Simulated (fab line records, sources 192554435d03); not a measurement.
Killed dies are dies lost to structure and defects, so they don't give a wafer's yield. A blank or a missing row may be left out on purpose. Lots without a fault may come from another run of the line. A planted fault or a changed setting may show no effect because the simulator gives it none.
Chamber matching | flow n5_finfet | N5_BEOL_M5_ETCH_72 on rie_diel-06: 4 sister chambers
The step etches underlayer in N2/H2, target depth 6.5 nm, time 5.2 s. 4 wafers are shown with their chamber, then 10 later ones without.

WAFERS WITH THEIR CHAMBER
wafer  | chamber | drypump_motor_current_A (A)
L082.6 | 3       | 5.7
L085.3 | 1       | 5.8
L089.1 | 2       | 6.1
L089.2 | 0       | 5.4

WAFERS WITHOUT THEIR CHAMBER
wafer  | drypump_motor_current_A (A)
L089.4 | 5.8
L094.1 | 6.1
L094.5 | 5.7
L094.6 | 5.3
L093.1 | 5.7
L093.4 | 6.1
L093.6 | 5.7
L096.1 | 5.8
L096.3 | 6.1
L096.6 | 5.7

WHICH CHAMBER EACH WENT THROUGH
wafer  | from the rows above | in truth
L089.4 | 1                   | 1
L094.1 | 2                   | 2
L094.5 | 3                   | 3
L094.6 | 0                   | 0
L093.1 | 3                   | 3
L093.4 | 2                   | 2
L093.6 | 3                   | 3
L096.1 | 1                   | 1
L096.3 | 2                   | 2
L096.6 | 3                   | 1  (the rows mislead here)
Placed correctly: 9 of 10. Can't be placed from these rows: 0. Placed wrongly: 1.
How it was worked out, from the rows above alone: a wafer's distance from a chamber is the root of the sum, over the readings, of the square of ((its reading less the chamber's mean) divided by the reading's scatter). The wafer belongs to the nearest chamber; if the next one is less than 2 further off, it can't be placed. A chamber's mean is the mean of its shown wafers. The scatter: with one shown wafer a chamber, the root of the mean of the squares of how far each hidden wafer lies from its nearest shown one.
